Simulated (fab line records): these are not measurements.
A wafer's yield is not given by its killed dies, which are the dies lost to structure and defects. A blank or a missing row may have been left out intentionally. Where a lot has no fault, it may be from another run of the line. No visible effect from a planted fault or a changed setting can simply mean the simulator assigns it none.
fab line records ; flow nand-harc
record lots=14; wafers=42; last-day=23
route steps=1159 shown P_M1@315 P_M2@341 P_BONDPAD@372
lots that met no fault: taken from a fault-free run of the same line
start-h: hours from the record's first day to the start of the lot's first wafer shown ; wait-h: time in hours since the lot's previous step ; " same as the row above ; L1.1+2: a single row standing in for several wafers ; - no value, or no start was given ; * or withheld: withheld ; < > ~ a bound
route shown NAME@n: a module of which the file shows steps, and the number in the route of the first ; usual: mean/standard deviation of fault-free wafers ; same: alike in all rows ; chamber/n: place in a boat ; sites: each site's reading ; _std_site: the standard deviation of these ; _edge_site: the outer-site mean with the inner-site mean subtracted ; radius-mm: how far each site lies from the wafer's centre ; mask NAME#n: copy n ; behind: the last tool/chamber to shape the wafer ; hold: cause of the lot's hold/its duration in hours/its outcome ; device: names the non-switching transistor (n, p or np) ; end of line: tests run on the same wafers once the route is complete ; where a step has no rows: the recipe by itself ; killed: at the first sort, the dies lost to defects and structure; wafer yield is something else ; map: per-die view of a wafer (x killed, . not killed, _ where there is no die)
set.NAME: the setting as run; set.NAME@STEP: as run at that earlier step ; model.NAME: the simulator's own value behind a step, which no gauge read
the route's steps for a sample of lots (tables are steps, rows are wafers)
services: when a tool's chamber went out of use (start-h, in hours from the record's first day, below 0 if earlier), for how many hours, and the reason
## steps
# step NHARC_P_M1_INSPECT_27
# usual raw-defect-count=315/130
lot.wafer;tool;chamber;start-h;wait-h;raw-defect-count
L738.1;defect-inspect-02;-;120.26;0.0;485
L738.2;defect-inspect-02;-;120.26;0.0;318
L738.3;defect-inspect-02;-;120.26;0.0;370
L739.1;defect-inspect-01;-;124.03;0.0;600
L739.2;defect-inspect-01;-;124.03;0.0;554
L739.4;defect-inspect-01;-;124.03;0.0;329
L741.3;defect-inspect-01;-;137.09;0.0;306
L741.4;defect-inspect-01;-;137.09;0.0;232
L741.6;defect-inspect-01;-;137.09;0.0;203
L743.2;defect-inspect-01;-;150.30;0.0;168
L743.4;defect-inspect-01;-;150.30;0.0;275
L743.6;defect-inspect-01;-;150.30;0.0;486
L742.2;defect-inspect-01;-;151.44;0.0;388
L742.3;defect-inspect-01;-;151.44;0.0;392
L742.6;defect-inspect-01;-;151.44;0.0;360
L744.1;defect-inspect-02;-;164.12;0.0;275
L744.4;defect-inspect-02;-;164.12;0.0;281
L744.6;defect-inspect-02;-;164.12;0.0;301
L745.1;defect-inspect-02;-;164.74;0.0;242
L745.4;defect-inspect-02;-;164.74;0.0;302
L745.5;defect-inspect-02;-;164.74;0.0;275
L748.1;defect-inspect-01;-;173.35;0.0;320
L748.3;defect-inspect-01;-;173.35;0.0;372
L748.6;defect-inspect-01;-;173.35;0.0;313
L746.1;defect-inspect-02;-;178.23;0.0;265
L746.4;defect-inspect-02;-;178.23;0.0;319
L746.5;defect-inspect-02;-;178.23;0.0;335
L751.4;defect-inspect-02;-;202.38;0.0;270
L751.5;defect-inspect-02;-;202.38;0.0;222
L751.6;defect-inspect-02;-;202.38;0.0;168
L753.2;defect-inspect-02;-;212.90;0.0;176
L753.3;defect-inspect-02;-;212.90;0.0;141
L753.6;defect-inspect-02;-;212.90;0.0;185
L757.2;defect-inspect-01;-;234.26;0.0;227
L757.5;defect-inspect-01;-;234.26;0.0;249
L757.6;defect-inspect-01;-;234.26;0.0;314
L758.4;defect-inspect-02;-;240.02;0.0;208
L758.5;defect-inspect-02;-;240.02;0.0;132
L758.6;defect-inspect-02;-;240.02;0.0;251
L760.4;defect-inspect-01;-;248.75;0.0;158
L760.5;defect-inspect-01;-;248.75;0.0;166
L760.6;defect-inspect-01;-;248.75;0.0;127
# step NHARC_P_M2_PVD_21
# recipe target-thk-a=300; chamber-pressure-pa=5; power-w=5000; substrate-temp-c=30; time-s=20.49; material=Cu
# usual throttle-valve-pct=30.1/0.91
# same time-s=20.49
lot.wafer;tool;chamber;start-h;wait-h;throttle-valve-pct
L738.1;pvd-sputter-02;-;-;-;30.5
L738.3;pvd-sputter-02;-;-;-;28.7
L738.2;pvd-sputter-02;-;-;-;31.0
L739.1;pvd-sputter-01;-;-;-;29.5
L739.2;pvd-sputter-01;-;-;-;30.0
L739.4;pvd-sputter-01;-;-;-;29.0
L741.4;pvd-sputter-03;-;-;-;30.8
L741.3;pvd-sputter-03;-;-;-;29.0
L741.6;pvd-sputter-03;-;-;-;31.6
L743.2;pvd-sputter-02;-;-;-;30.2
L743.4;pvd-sputter-02;-;-;-;30.3
L743.6;pvd-sputter-02;-;-;-;29.8
L742.3;pvd-sputter-01;-;-;-;29.4
L742.2;pvd-sputter-01;-;-;-;29.9
L742.6;pvd-sputter-01;-;-;-;29.4
L744.1;pvd-sputter-03;-;-;-;30.3
L744.4;pvd-sputter-03;-;-;-;30.5
L744.6;pvd-sputter-03;-;-;-;30.1
L745.1;pvd-sputter-02;-;-;-;30.3
L745.4;pvd-sputter-02;-;-;-;28.7
L745.5;pvd-sputter-02;-;-;-;30.4
L748.1;pvd-sputter-01;-;-;-;30.8
L748.3;pvd-sputter-01;-;-;-;29.3
L748.6;pvd-sputter-01;-;-;-;29.1
L746.4;pvd-sputter-03;-;-;-;29.1
L746.1;pvd-sputter-03;-;-;-;30.7
L746.5;pvd-sputter-03;-;-;-;30.3
L751.4;pvd-sputter-01;-;-;-;29.1
L751.5;pvd-sputter-01;-;-;-;29.1
L751.6;pvd-sputter-01;-;-;-;30.8
L753.3;pvd-sputter-01;-;-;-;29.3
L753.2;pvd-sputter-01;-;-;-;29.1
L753.6;pvd-sputter-01;-;-;-;30.7
L757.2;pvd-sputter-01;-;-;-;30.8
L757.6;pvd-sputter-01;-;-;-;29.3
L757.5;pvd-sputter-01;-;-;-;29.2
L758.4;pvd-sputter-03;-;-;-;30.6
L758.5;pvd-sputter-03;-;-;-;30.4
L758.6;pvd-sputter-03;-;-;-;29.3
L760.4;pvd-sputter-02;-;-;-;29.6
L760.5;pvd-sputter-02;-;-;-;30.5
L760.6;pvd-sputter-02;-;-;-;29.7
# step NHARC_P_BONDPAD_ETCH_24
# recipe target-depth-a=300; over-etch-frac=0.3; time-s=72.99; ion-energy-ev=150; cf4-flow-sccm=50; n2-flow-sccm=100; ar-flow-sccm=150; rf-w=300; bias-w=100; chemistry=CF4/N2
# usual drypump-motor-current-A=5.6/0.56; oes-product-au=1.000/0.01; rf-vpp-V=314.4/2.2; showerhead-plenum-p-Torr=2.64/0.12; throttle-valve-pct=19.793/0.0093
# same time-s=72.99
lot.wafer;tool;chamber;start-h;wait-h;drypump-motor-current-A;oes-product-au;rf-hours-counter-h;rf-vpp-V;showerhead-plenum-p-Torr;throttle-valve-pct
L738.1;rie-diel-02;1;127.35;-;6.6;1.002;59;315.6;2.76;19.798
L738.3;rie-diel-02;3;127.35;-;5.5;0.982;55;313.3;2.57;19.774
L738.2;rie-diel-02;0;127.35;-;4.9;1.015;58;311.5;2.45;19.795
L739.1;rie-diel-12;3;130.80;0.2;4.8;1.009;8;311.1;2.46;19.806
L739.2;rie-diel-12;0;130.80;0.2;5.8;1.000;9;316.5;2.78;19.792
L739.4;rie-diel-12;2;130.80;0.2;6.0;0.988;-;314.5;2.68;19.808
L741.4;rie-diel-12;3;143.80;-;4.8;0.998;10;311.8;2.46;19.794
L741.3;rie-diel-12;0;143.80;-;5.9;0.993;11;317.2;2.78;19.772
L741.6;rie-diel-12;1;143.80;-;5.4;0.986;-;313.2;2.58;19.791
L743.2;rie-diel-03;1;157.31;-;5.2;1.019;38;314.7;2.58;19.793
L743.4;rie-diel-03;2;157.31;-;5.5;1.013;36;317.5;2.82;19.781
L743.6;rie-diel-03;2;157.31;-;5.5;1.004;-;316.6;2.82;19.790
L742.3;rie-diel-12;1;157.89;-;5.5;0.991;11;314.0;2.58;19.807
L742.2;rie-diel-12;3;157.89;-;4.8;0.997;11;311.6;2.46;19.781
L742.6;rie-diel-12;2;157.89;-;6.0;0.997;-;316.3;2.68;19.806
L744.1;rie-diel-12;1;170.97;-;5.5;0.993;12;312.4;2.58;19.792
L744.4;rie-diel-12;0;170.97;-;5.9;0.996;13;316.4;2.78;19.788
L744.6;rie-diel-12;2;170.97;-;6.0;0.999;-;316.2;2.68;19.781
L745.1;rie-diel-12;3;171.60;-;4.8;1.002;12;311.2;2.46;19.802
L745.4;rie-diel-12;1;171.60;-;5.5;0.995;12;312.6;2.58;19.797
L745.5;rie-diel-12;3;171.60;-;4.8;1.000;-;312.1;2.46;19.795
L748.3;rie-diel-12;3;179.87;-;4.8;1.006;13;313.1;2.46;19.795
L748.1;rie-diel-12;0;179.87;-;5.9;0.997;14;315.7;2.78;19.796
L748.6;rie-diel-12;2;179.87;-;6.0;1.009;-;315.5;2.68;19.804
L746.1;rie-diel-12;2;184.94;-;6.0;1.007;15;314.6;2.68;19.800
L746.4;rie-diel-12;3;184.94;-;4.8;1.011;13;311.6;2.46;19.797
L746.5;rie-diel-12;3;184.94;-;4.8;1.006;-;311.4;2.46;19.788
L751.4;rie-diel-02;3;209.58;-;5.5;1.010;19;311.9;2.55;19.792
L751.5;rie-diel-02;2;209.58;-;6.8;0.998;-;313.9;2.69;19.792
L751.6;rie-diel-02;3;209.58;-;5.5;1.017;-;312.4;2.55;19.806
L753.2;rie-diel-12;0;219.58;-;5.9;1.007;1;317.5;2.78;19.784
L753.3;rie-diel-12;1;219.58;-;5.5;0.991;1;313.8;2.58;19.793
L753.6;rie-diel-12;2;219.58;-;6.0;1.003;-;315.9;2.67;19.783
L757.2;rie-diel-12;0;241.13;-;5.9;1.014;3;315.9;2.78;19.793
L757.5;rie-diel-12;3;241.13;-;4.8;0.999;-;312.0;2.45;19.801
L757.6;rie-diel-12;0;241.13;-;5.9;1.016;-;316.2;2.78;19.793
L758.4;rie-diel-12;0;247.11;-;5.9;0.809;3;316.6;2.78;19.811
L758.5;rie-diel-12;3;247.11;-;4.8;1.005;-;311.4;2.45;19.798
L758.6;rie-diel-12;0;247.11;-;5.8;0.807;-;316.5;2.78;19.789
L760.4;rie-diel-12;1;255.44;-;5.4;0.783;4;312.2;2.58;19.812
L760.6;rie-diel-12;0;255.44;-;5.9;0.818;-;314.7;2.78;19.791
L760.5;rie-diel-12;1;255.44;-;5.4;0.996;-;313.5;2.58;19.796
# step NHARC_P_BONDPAD_ACTIVATE_29
# recipe time-s=60; n2-flow-sccm=200; ar-flow-sccm=0; bias-power-w=0; chemistry=N2
# usual drypump-motor-current-A=5.6/0.47; oes-product-au=0.999/0.012; rf-vpp-V=64.1/0.92; showerhead-plenum-p-Torr=1.78/0.092
# same time-s=60
lot.wafer;tool;chamber;start-h;wait-h;drypump-motor-current-A;oes-product-au;rf-hours-counter-h;rf-vpp-V;showerhead-plenum-p-Torr
L738.1;rie-diel-12;2;129.46;0.1;6.0;0.989;9;63.3;1.80
L738.2;rie-diel-12;3;129.46;0.1;4.8;1.016;8;62.6;1.65
L738.3;rie-diel-12;0;129.46;0.1;5.9;0.985;8;64.6;1.88
L739.2;rie-diel-12;3;132.89;0.1;4.8;1.008;8;62.7;1.65
L739.1;rie-diel-12;0;132.89;0.1;5.8;0.993;9;64.7;1.88
L739.4;rie-diel-12;2;132.89;0.1;6.0;0.997;-;63.1;1.80
L741.3;rie-diel-03;2;145.89;0.1;5.5;0.991;32;63.6;1.91
L741.4;rie-diel-03;0;145.89;0.1;5.7;1.002;33;63.8;1.91
L741.6;rie-diel-03;3;145.89;0.1;5.5;0.974;-;62.9;1.67
L743.2;rie-diel-12;1;159.41;0.1;5.4;0.990;11;64.8;1.74
L743.4;rie-diel-12;0;159.41;0.1;5.9;1.001;12;64.6;1.88
L743.6;rie-diel-12;1;159.41;0.1;5.5;1.010;-;64.0;1.74
L742.2;rie-diel-02;3;159.99;0.1;5.5;1.020;0;64.3;1.72
L742.3;rie-diel-02;0;159.99;0.1;4.9;1.003;0;64.8;1.92
L742.6;rie-diel-02;2;159.99;0.1;6.7;1.000;-;64.2;1.81
L744.4;rie-diel-12;0;173.36;0.1;5.9;0.999;13;65.1;1.88
L744.1;rie-diel-12;1;173.36;0.1;5.5;0.994;12;64.4;1.74
L744.6;rie-diel-12;2;173.36;0.1;6.0;1.002;-;64.8;1.80
L745.1;rie-diel-02;1;173.76;0.1;6.6;1.002;7;63.1;1.86
L745.4;rie-diel-02;2;173.76;0.1;6.8;0.998;6;65.2;1.81
L745.5;rie-diel-02;3;173.76;0.1;5.5;1.008;-;64.2;1.72
L748.3;rie-diel-12;0;181.96;0.1;5.9;0.997;14;64.0;1.88
L748.1;rie-diel-12;3;181.96;0.1;4.9;0.998;13;62.5;1.64
L748.6;rie-diel-12;0;181.96;0.1;5.9;0.994;-;63.2;1.88
L746.4;rie-diel-12;1;187.02;0.1;5.4;0.995;13;63.4;1.74
L746.1;rie-diel-12;3;187.02;0.1;4.8;1.007;14;64.1;1.65
L746.5;rie-diel-12;0;187.02;0.1;5.9;0.988;-;65.1;1.88
L751.4;rie-diel-03;2;211.77;0.1;5.5;0.988;57;63.7;1.90
L751.6;rie-diel-03;2;211.77;0.1;5.5;0.995;-;65.7;1.90
L751.5;rie-diel-03;3;211.77;0.1;5.6;0.981;-;63.7;1.66
L753.2;rie-diel-12;3;221.75;0.1;4.8;1.000;2;64.8;1.64
L753.3;rie-diel-12;2;221.75;0.1;6.0;0.994;2;64.9;1.80
L753.6;rie-diel-12;0;221.75;0.1;5.9;1.008;-;63.8;1.88
L757.2;rie-diel-12;2;243.29;0.1;6.0;0.990;4;63.0;1.80
L757.5;rie-diel-12;2;243.29;0.1;6.0;0.989;-;63.5;1.80
L757.6;rie-diel-12;3;243.29;0.1;4.8;0.995;-;63.7;1.64
L758.4;rie-diel-12;2;249.22;0.1;6.0;0.992;4;65.1;1.80
L758.6;rie-diel-12;3;249.22;0.1;4.8;1.003;-;64.4;1.64
L758.5;rie-diel-12;0;249.22;0.1;5.9;1.018;-;67.1;1.88
L760.4;rie-diel-03;2;257.52;0.1;5.5;0.990;12;65.1;1.90
L760.6;rie-diel-03;1;257.52;0.1;5.2;0.991;-;63.2;1.72
L760.5;rie-diel-03;2;257.52;0.1;5.5;1.017;-;64.6;1.90
## services
tool;chamber;start-h;hours;kind
rie-diel-12;3;100.37;3.9;repair
pvd-sputter-03;-;102.00;10.0;pm
rie-diel-12;0;108.14;-;clean
rie-diel-12;1;108.14;-;clean
rie-diel-12;2;108.14;-;clean
rie-diel-12;3;108.14;-;clean
rie-diel-12;1;117.55;19.1;repair
rie-diel-12;0;132.64;-;clean
rie-diel-12;2;132.64;-;clean
rie-diel-12;3;132.64;-;clean
pvd-sputter-03;-;134.27;2.5;repair
pvd-sputter-01;-;147.75;1.7;repair
rie-diel-02;-;150.80;9.0;pm
rie-diel-12;0;157.16;-;clean
rie-diel-12;1;157.16;-;clean
rie-diel-12;2;157.16;-;clean
rie-diel-12;3;157.16;-;clean
pvd-sputter-01;-;158.00;10.0;pm
pvd-sputter-03;-;170.77;1.7;repair
rie-diel-12;0;181.66;-;clean
rie-diel-12;-;202.47;9.0;pm
pvd-sputter-02;-;214.00;10.0;pm
rie-diel-03;-;215.54;9.0;pm
rie-diel-02;3;238.15;6.9;repair
## key
first-sign step=NHARC_P_BONDPAD_ETCH_24; reading=oes-product-au; direction=down; sigmas=19; usual=1.000; struck=0.804
effect none on later readings
met-at NHARC_P_BONDPAD_ETCH_24
struck-lots L758,L760
struck-wafers L758.4,L758.6,L760.4,L760.6
later-rows-left-out L758.4,L758.6,L760.4,L760.6
sort-left-out L758.4,L758.6,L760.4,L760.6
not-acting-at NHARC_P_M1_INSPECT_27,NHARC_P_M2_PVD_21,NHARC_P_BONDPAD_ACTIVATE_29
onset-between 241.13 247.11
fault kind=process-parameter-drift; tool=rie-diel-12; chamber=-; onset-h=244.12; steps=NHARC_P_BONDPAD_ETCH_24; channel=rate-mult; offset=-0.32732; shape=step; end-h=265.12; scope=struck-wafers-only
# sort-left-out: the simulated sort isn't trusted on such a fault, so these wafers' sort isn't shown, and their yield isn't known
# later-rows-left-out: the simulator's readings of these wafers behind a module that went badly wrong aren't trusted and aren't shown, but for the sort
